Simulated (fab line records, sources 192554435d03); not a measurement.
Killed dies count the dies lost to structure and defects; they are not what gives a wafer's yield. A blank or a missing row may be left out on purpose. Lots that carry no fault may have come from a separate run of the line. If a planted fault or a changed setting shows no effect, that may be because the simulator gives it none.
Which tool did it?    flow n5 finfet    10 lots, 29 wafers sampled, at 5 steps of a route of 1938

## WHAT THE GAUGES SHOWED, per wafer
N5_SD_EPI_P_OVL_MEAS_10. Usual: SD_P_BLK_OVL 0.2 nm, standard deviation 0.82.
lot   measured     on          SD_P_BLK_OVL (nm)  flag
L656  day 3 11:34  overlay-02  -0.2 0.0 -0.6      
L658  day 4 00:16  overlay-02  -0.1 -0.3 -0.2     
L660  day 4 13:21  overlay-01  -1.1 -0.8 0.2      
L661  day 4 22:02  overlay-02  -0.2 0.2 0.5       
L665  day 5 19:21  overlay-01  0.6 -0.4 0.4       
L666  day 6 01:56  overlay-02  0.1 1.1 0.2        
L667  day 6 08:43  overlay-01  0.7 2.3 1.1        
L668  day 6 13:07  overlay-01  -0.2 -1.1          
L671  day 7 06:11  overlay-02  -0.3 0.3 0.9       
L677  day 8 21:00  overlay-01  -0.6 -0.8 0.1      

N5_BEOL_M4_RC_MEAS_101. Usual: DIBL_N 36.3 mV/V, standard deviation 1.8; DIBL_P 36.5 mV/V, standard deviation 2.1; IOFF_N 0.16 nA/um, standard deviation 0.031; IOFF_P 0.22 nA/um, standard deviation 0.038; ION_N 677 uA/um, standard deviation 12; ION_P 466 uA/um, standard deviation 7.8; SS_N 71.5 mV/dec, standard deviation 0.61; SS_P 73.2 mV/dec, standard deviation 0.7; VT_N 249 mV, standard deviation 3; VT_P -248.9 mV, standard deviation 3.
lot   measured      on         DIBL_N (mV/V)   DIBL_P (mV/V)   IOFF_N (nA/um)  IOFF_P (nA/um)  ION_N (uA/um)  ION_P (uA/um)  SS_N (mV/dec)   SS_P (mV/dec)   VT_N (mV)    VT_P (mV)             flag
L656  day 8 17:48   prober-02  32.9 38.3 37.4  32.6 39.2 38.4  0.10 0.17 0.18  0.14 0.22 0.21  663 668 686    462 453 469    70.6 72.1 71.9  72.1 73.9 72.8  254 249 249  -253.9 -248.2 -249.4  
L658  day 9 09:10   prober-02  35.9 36.7 36.4  36.8 37.7 37.2  0.15 0.17 0.16  0.20 0.22 0.20  667 664 687    456 459 463    72.2 72.4 71.9  73.3 73.4 73.5  250 252 248  -249.2 -251.5 -251.7  
L660  day 10 15:43  prober-01  38.0 38.9 37.6  38.8 39.3 37.4  0.20 0.21 0.17  0.24 0.25 0.22  697 705 679    470 468 458    72.1 71.5 71.4  74.1 74.0 74.1  246 246 249  -249.7 -250.0 -252.2  
L661  day 10 13:41  prober-01  35.2 39.7 40.4  34.4 39.6 41.0  0.14 0.22 0.24  0.19 0.26 0.30  678 673 703    469 460 474    71.7 72.0 71.7  72.3 74.2 74.4  249 247 242  -249.9 -245.4 -245.9  
L665  day 10 20:47  prober-01  39.5 37.6 40.1  38.0 36.5 38.6  0.17 0.16 0.18  0.22 0.22 0.23  673 673 686    458 468 466    72.5 71.8 72.8  74.0 72.9 74.0  249 250 250  -249.8 -250.6 -247.5  
L666  day 11 08:43  prober-02  35.6 35.2 36.9  34.6 34.5 36.5  0.15 0.15 0.18  0.21 0.21 0.25  664 675 675    460 466 463    70.8 70.6 71.5  72.6 73.3 73.8  251 250 248  -247.7 -248.2 -245.0  
L667  day 11 09:18  prober-01  37.9 34.4 35.5  38.5 33.2 34.8  0.17 0.11 0.13  0.26 0.18 0.20  681 655 669    468 456 465    71.8 70.1 70.9  73.0 71.7 72.9  249 257 253  -246.4 -253.3 -249.0  
L668  day 12 00:22  prober-01  38.7 39.0       37.7 38.3       0.19 0.18       0.25 0.27       686 678        471 467        72.6 72.9       73.8 73.5       250 250      -247.8 -247.4         
L671  day 12 03:20  prober-01  36.0 35.7 37.9  35.1 34.4 37.3  0.14 0.13 0.18  0.21 0.20 0.24  665 663 685    461 459 462    70.5 71.0 71.1  71.8 72.4 73.0  251 253 249  -251.0 -252.6 -247.0  
L677  day 14 04:28  prober-01  36.1 36.2 36.2  36.8 36.5 37.3  0.17 0.16 0.16  0.23 0.23 0.25  682 682 683    469 475 467    71.8 71.7 71.4  73.2 72.9 73.1  248 248 249  -249.1 -246.7 -244.5  

## TOOL THAT RAN EACH LOT (tool first, then ch and the chambers of the sampled wafers, then the start)
lot   N5_DUMMY_GATE_STRIP_40             N5_DUMMY_GATE_STRIP_48             N5_SD_EPI_N_EPI_21
L656  rie diel-04 ch 0,1,2, day 3 04:05  rie diel-04 ch 1,3, day 3 04:44    epi rpcvd-02 ch 0, day 3 08:20
L658  rie diel-06 ch 0,3, day 3 16:47    rie diel-06 ch 0,1,3, day 3 18:05  epi rpcvd-03 ch 0, day 3 21:19
L660  rie diel-03 ch 0,2,3, day 4 06:57  rie diel-04 ch 0,1,2, day 4 07:35  epi rpcvd-01 ch 0, day 4 10:56
L661  rie diel-03 ch 0,1,2, day 4 14:24  rie diel-06 ch 0,2,3, day 4 15:02  epi rpcvd-02 ch 0, day 4 19:20
L665  rie diel-04 ch 1,3, day 5 12:58    rie diel-04 ch 1,2, day 5 13:41    epi rpcvd-01 ch 0, day 5 16:39
L666  rie diel-06 ch 0,1,3, day 5 19:41  rie diel-04 ch 0,2,3, day 5 20:21  epi rpcvd-01 ch 0, day 5 23:22
L667  rie diel-04 ch 0,2,3, day 6 02:22  rie diel-03 ch 0,1,3, day 6 03:06  epi rpcvd-01 ch 0, day 6 06:29
L668  rie diel-06 ch 0,2, day 6 06:37    rie diel-03 ch 1,3, day 6 07:23    epi rpcvd-01 ch 0, day 6 11:14
L671  rie diel-04 ch 0,1,2, day 6 23:59  rie diel-06 ch 0,1,3, day 7 00:38  epi rpcvd-01 ch 0, day 7 03:52
L677  rie diel-04 ch 1,3, day 8 11:14    rie diel-04 ch 0,2,3, day 8 11:55  epi rpcvd-03 ch 0, day 8 15:59
- N5_DUMMY_GATE_STRIP_40: strips in CF4.
- N5_DUMMY_GATE_STRIP_48: strips in N2/H2, time 20 s.
- N5_SD_EPI_N_EPI_21: deposits Si:P, time 690 s.

## WHAT THE TOOLS THEMSELVES READ (means of the sampled wafers that have a number; where no wafer has one, the mark that the record gives instead)
N5_DUMMY_GATE_STRIP_40. Usual: drypump motor current A 5.9 A, standard deviation 0.39; oes product au 0.75 a.u., standard deviation 0.061; rf vpp V 271.7 V, standard deviation 1.4; showerhead plenum p Torr 1.82 Torr, standard deviation 0.044; throttle valve pct 13.63 %, standard deviation 0.27.
lot   tool         drypump motor current A (A)  oes product au (a.u.)  rf vpp V (V)  showerhead plenum p Torr (Torr)  throttle valve pct (%)  flag
L656  rie diel-04  6.3                          0.79                   273.4         1.85                             13.45                   
L658  rie diel-06  5.8                          0.73                   270.1         1.75                             13.88                   
L660  rie diel-03  6.1                          0.75                   270.7         1.81                             13.58                   
L661  rie diel-03  5.9                          0.75                   270.7         1.82                             13.64                   
L665  rie diel-04  5.7                          0.76                   272.6         1.85                             13.72                   
L666  rie diel-06  5.6                          0.73                   269.5         1.77                             13.80                   
L667  rie diel-04  5.9                          0.77                   271.5         1.84                             13.61                   
L668  rie diel-06  5.5                          0.76                   271.3         1.77                             13.75                   
L671  rie diel-04  6.3                          0.77                   272.7         1.84                             13.51                   
L677  rie diel-04  5.7                          0.74                   272.4         1.84                             13.77                   

N5_DUMMY_GATE_STRIP_48. Usual: drypump motor current A 5.9 A, standard deviation 0.41; oes product au 0.75 a.u., standard deviation 0.059; rf vpp V 45.3 V, standard deviation 0.81; showerhead plenum p Torr 3.44 Torr, standard deviation 0.09; throttle valve pct 12.32 %, standard deviation 0.28.
lot   tool         drypump motor current A (A)  oes product au (a.u.)  rf vpp V (V)  showerhead plenum p Torr (Torr)  throttle valve pct (%)  flag
L656  rie diel-04  5.7                          0.78                   45.8          3.52                             12.33                   
L658  rie diel-06  5.6                          0.76                   44.6          3.34                             12.38                   
L660  rie diel-04  6.3                          0.79                   45.3          3.49                             12.12                   
L661  rie diel-06  5.6                          0.77                   44.9          3.30                             12.34                   
L665  rie diel-04  6.4                          0.72                   45.7          3.50                             12.42                   
L666  rie diel-04  5.9                          0.78                   45.3          3.48                             12.30                   
L667  rie diel-03  6.1                          0.70                   45.0          3.48                             12.42                   
L668  rie diel-03  6.0                          0.70                   45.7          3.48                             12.36                   
L671  rie diel-06  5.6                          0.73                   45.5          3.32                             12.45                   
L677  rie diel-04  5.9                          0.76                   45.3          3.47                             12.35                   

N5_SD_EPI_N_EPI_21. Usual: susceptor_temp_C_max 681.4, standard deviation 0.57.
lot   tool          susceptor_temp_C_max  flag
L656  epi rpcvd-02  681.4                 
L658  epi rpcvd-03  682.1                 
L660  epi rpcvd-01  680.8                 
L661  epi rpcvd-02  681.8                 
L665  epi rpcvd-01  680.7                 
L666  epi rpcvd-01  680.6                 
L667  epi rpcvd-01  680.9                 
L668  epi rpcvd-01  680.5                 
L671  epi rpcvd-01  680.5                 
L677  epi rpcvd-03  681.5                 

## THE ANSWER, worked out from the rows above alone
Rule: a lot is off if the mean of its wafers that have a number lies more than 3 standard deviations from the usual mean. Also off: a lot with no number at a reading for which 4 or more lots have one. Where the step has rows for the other lots, those lots are counted as sound. After the gauges, taken in route order, come the tools' own readings; for these a lot's mean is taken, as printed above. The first step at which some lot is off is used, and at that step the reading that is off furthest; a lot without a number counts as furthest.
No lot is off on any of the readings shown, so nothing can be concluded from this.

## WHAT WAS PUT IN BY THE SIMULATOR
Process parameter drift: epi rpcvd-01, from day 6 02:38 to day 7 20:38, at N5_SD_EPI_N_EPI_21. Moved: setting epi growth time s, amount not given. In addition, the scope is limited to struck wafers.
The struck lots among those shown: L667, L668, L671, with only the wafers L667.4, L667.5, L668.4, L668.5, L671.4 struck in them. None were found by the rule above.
